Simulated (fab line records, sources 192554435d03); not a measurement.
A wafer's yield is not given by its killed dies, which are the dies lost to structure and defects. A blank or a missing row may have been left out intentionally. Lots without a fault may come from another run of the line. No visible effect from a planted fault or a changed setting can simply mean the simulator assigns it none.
Which tool is to blame?	flow n5 finfet	Sampling: 24 lots, 72 wafers, 2 of 1938 route steps

WHAT THE GAUGES READ, wafer by wafer
N5_BEOL_M12_INSPECT_55: inspects for defects (darkfield). Usual: raw defect count reads 77 (standard deviation 24).
lot	measured	on	raw defect count	flag
L074	day 11 01:44	defect inspect-02	97 92 91	
L075	day 11 02:13	defect inspect-01	98 121 128	
L077	day 11 05:13	defect inspect-02	66 77 62	
L076	day 11 08:34	defect inspect-01	80 62 139	
L078	day 12 11:37	defect inspect-01	68 54 70	
L079	day 12 12:17	defect inspect-01	78 63 71	
L081	day 12 16:49	defect inspect-02	74 74 77	
L082	day 13 01:19	defect inspect-02	66 57 93	
L080	day 13 10:24	defect inspect-01	83 136 108	
L083	day 13 13:02	defect inspect-01	52 68 44	
L086	day 13 18:48	defect inspect-01	109 117 67	
L085	day 13 22:14	defect inspect-02	72 67 73	
L084	day 14 00:12	defect inspect-02	49 50 80	
L087	day 14 04:36	defect inspect-01	90 70 88	
L088	day 14 06:33	defect inspect-01	92 51 78	
L089	day 14 18:53	defect inspect-01	50 80 77	
L090	day 14 20:11	defect inspect-02	90 46 85	
L092	day 15 03:21	defect inspect-01	49 35 70	
L091	day 15 11:58	defect inspect-01	147 81 76	
L093	day 15 13:51	defect inspect-02	81 64 76	
L094	day 15 23:25	defect inspect-01	71 65 98	
L095	day 16 03:34	defect inspect-01	57 45 85	
L096	day 16 16:58	defect inspect-02	79 104 93	
L097	day 17 11:16	defect inspect-01	82 155 107	

WHAT TOOL EACH LOT RAN ON (gives the tool, then ch and the chambers of the sampled wafers, and finally the start)
lot	N5_BEOL_M12_SPUTTER_44
L074	pvd sputter-01, day 11 00:39
L075	pvd sputter-01, day 11 01:08
L077	pvd sputter-02, day 11 04:08
L076	pvd sputter-01, day 11 06:58
L078	pvd sputter-01, day 12 09:29
L079	pvd sputter-01, day 12 10:15
L081	pvd sputter-01, day 12 15:33
L082	pvd sputter-03, day 13 00:09
L080	pvd sputter-02, day 13 09:18
L083	pvd sputter-03, day 13 11:58
L086	pvd sputter-03, day 13 17:43
L085	pvd sputter-03, day 13 20:34
L084	pvd sputter-02, day 13 22:50
L087	pvd sputter-01, day 14 03:22
L088	pvd sputter-01, day 14 05:20
L089	pvd sputter-02, day 14 17:45
L090	pvd sputter-01, day 14 19:06
L092	pvd sputter-03, day 15 02:15
L091	pvd sputter-02, day 15 10:52
L093	pvd sputter-02, day 15 12:45
L094	pvd sputter-02, day 15 22:11
L095	pvd sputter-02, day 16 02:27
L096	pvd sputter-03, day 16 15:51
L097	pvd sputter-02, day 17 10:04
- N5_BEOL_M12_SPUTTER_44: material Ta, target thk 10 nm, time 16.13 s.

WHAT THE TOOLS THEMSELVES READ (means of the sampled wafers that have a number; where no wafer has one, the mark that the record gives instead)
N5_BEOL_M12_SPUTTER_44. Usual: substrate temp c 50.00 C, standard deviation 0.11; throttle valve pct 30.3 %, standard deviation 1.
lot	tool	substrate temp c (C)	throttle valve pct (%)	flag
L074	pvd sputter-01	49.95	29.8	
L075	pvd sputter-01	49.96	29.3	
L077	pvd sputter-02	50.08	30.7	
L076	pvd sputter-01	49.95	31.1	
L078	pvd sputter-01	49.97	30.9	
L079	pvd sputter-01	49.93	29.9	
L081	pvd sputter-01	50.02	29.0	
L082	pvd sputter-03	50.16	30.3	
L080	pvd sputter-02	49.89	30.2	
L083	pvd sputter-03	50.01	30.4	
L086	pvd sputter-03	49.93	30.0	
L085	pvd sputter-03	49.92	29.7	
L084	pvd sputter-02	50.01	30.8	
L087	pvd sputter-01	50.11	29.0	
L088	pvd sputter-01	49.93	30.0	
L089	pvd sputter-02	50.04	30.2	
L090	pvd sputter-01	49.92	29.7	
L092	pvd sputter-03	50.04	30.3	
L091	pvd sputter-02	50.09	30.8	
L093	pvd sputter-02	49.99	30.1	
L094	pvd sputter-02	50.02	30.7	
L095	pvd sputter-02	50.07	31.1	
L096	pvd sputter-03	49.89	30.9	
L097	pvd sputter-02	50.02	30.8	

THE ANSWER, worked out from the rows above alone
Rule: lot off if the mean of its wafers having a number is beyond 3 standard deviations from the usual mean. Also off: a lot with no number at a reading for which 4 or more lots have one. The other lots that the step has rows for count as sound. First the gauges in route order, then the tools' own readings, where a lot's mean is used as printed above. The first step at which some lot is off is used, and at that step the reading that is off furthest; a lot without a number counts as furthest.
Nothing can be told from this: no lot is off at any reading shown.

WHAT THE SIMULATOR PUT IN
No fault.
